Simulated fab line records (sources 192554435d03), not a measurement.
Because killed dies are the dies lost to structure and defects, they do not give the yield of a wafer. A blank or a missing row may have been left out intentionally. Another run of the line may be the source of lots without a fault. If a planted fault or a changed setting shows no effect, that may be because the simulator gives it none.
Which tool is to blame? + flow n5-finfet + 9 lots with 27 wafers sampled at 4 steps, on a route of 1938 steps

WHAT THE GAUGES SHOWED, per wafer
N5_BEOL_M3_INSPECT_59: inspects for defects (darkfield).
| lot  | measured     | on                | raw-defect-count |
|------|--------------|-------------------|------------------|
| L326 | day 7 02:02  | defect-inspect-01 | 70 63 92         |
| L327 | day 7 18:19  | defect-inspect-01 | 77 64 78         |
| L332 | day 8 12:31  | defect-inspect-01 | 98 51 90         |
| L336 | day 10 03:19 | defect-inspect-01 | 59 53 42         |
| L335 | day 10 06:31 | defect-inspect-02 | 368 383 366      |
| L334 | day 10 07:44 | defect-inspect-01 | 417 370 392      |
| L340 | day 11 01:07 | defect-inspect-01 | 75 73 89         |
| L341 | day 11 11:06 | defect-inspect-01 | 88 101 105       |
| L347 | day 13 00:05 | defect-inspect-01 | 113 101 93       |

TOOL THAT RAN EACH LOT (tool first, then ch and the chambers of the sampled wafers, then the start)
| lot  | N5_BEOL_M3_SPUTTER_96        | N5_BEOL_M3_CMP_52             | N5_BEOL_M3_PRE_CLEAN_60          |
|------|------------------------------|-------------------------------|----------------------------------|
| L326 | pvd-sputter-03, day 7 00:57  | cmp-01 ch 0,1,3, day 7 01:29  | cvd-co-01 ch 0,2, day 7 01:46    |
| L327 | pvd-sputter-01, day 7 17:13  | cmp-01 ch 0,2,3, day 7 17:47  | cvd-co-02 ch 0,2, day 7 18:04    |
| L332 | pvd-sputter-03, day 8 11:26  | cmp-01 ch 0,1,2, day 8 11:58  | cvd-co-02 ch 0,2, day 8 12:16    |
| L336 | pvd-sputter-02, day 10 02:04 | cmp-01 ch 0,2,3, day 10 02:35 | cvd-co-01 ch 0,1,2, day 10 03:02 |
| L335 | pvd-sputter-02, day 10 05:25 | cmp-01 ch 0,2,3, day 10 05:55 | cvd-co-02 ch 0,2, day 10 06:16   |
| L334 | pvd-sputter-03, day 10 06:32 | cmp-01 ch 0,1,2, day 10 07:10 | cvd-co-01 ch 0,1,2, day 10 07:27 |
| L340 | pvd-sputter-01, day 11 00:02 | cmp-03 ch 1,2,3, day 11 00:34 | cvd-co-01 ch 0,1,2, day 11 00:52 |
| L341 | pvd-sputter-02, day 11 09:45 | cmp-03 ch 0,1,3, day 11 10:31 | cvd-co-02 ch 0,1,2, day 11 10:51 |
| L347 | pvd-sputter-02, day 12 22:59 | cmp-03 ch 0,1,3, day 12 23:30 | cvd-co-01 ch 0,1,2, day 12 23:50 |
- N5_BEOL_M3_SPUTTER_96: material Cu, target thk 4.5 nm, time 8.29 s.
- N5_BEOL_M3_CMP_52: polishes, stops on SiOC, t overpolish 6.8 s, target thk 40 nm.
- N5_BEOL_M3_PRE_CLEAN_60: time 15 s.

THE ANSWER, worked out from the rows above alone
Rule: the usual values come from the lots themselves. The widest of any qualifying gaps counts: lots, ordered by their means at a reading, are off when they make up no more than a third of the lots, leave a main group of 4 or more, and stand apart from it by 3 or more times the standard deviation of that group's means. A main group is skipped when, at the precision printed for the reading in the tables above, its means are all equal. A lot without any number at a reading at which 4 lots or more have one is off too. Any other lot the step has rows for is counted as sound.
Off, at N5_BEOL_M3_INSPECT_59 on raw-defect-count: L335, L334. Mean 80 and standard deviation 16 in the main group.
If a tool, at a process step before that reading, ran all the lots that are off and no sound lot after the first of them, it fits. Those tools and the gauges at N5_BEOL_M3_INSPECT_59 are tried in the same way. One fits: cmp-01 at N5_BEOL_M3_CMP_52. A fault onset in the window from L336 (day 10 02:35, its last sound lot) to L335 (day 10 05:55, its first lot off) fits.

WHAT THE SIMULATOR PUT IN
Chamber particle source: cmp-01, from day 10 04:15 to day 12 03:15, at N5_BEOL_M3_CMP_52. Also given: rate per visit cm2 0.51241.
Shown lots that were struck: L335, L334. The rule given above showed the same thing.
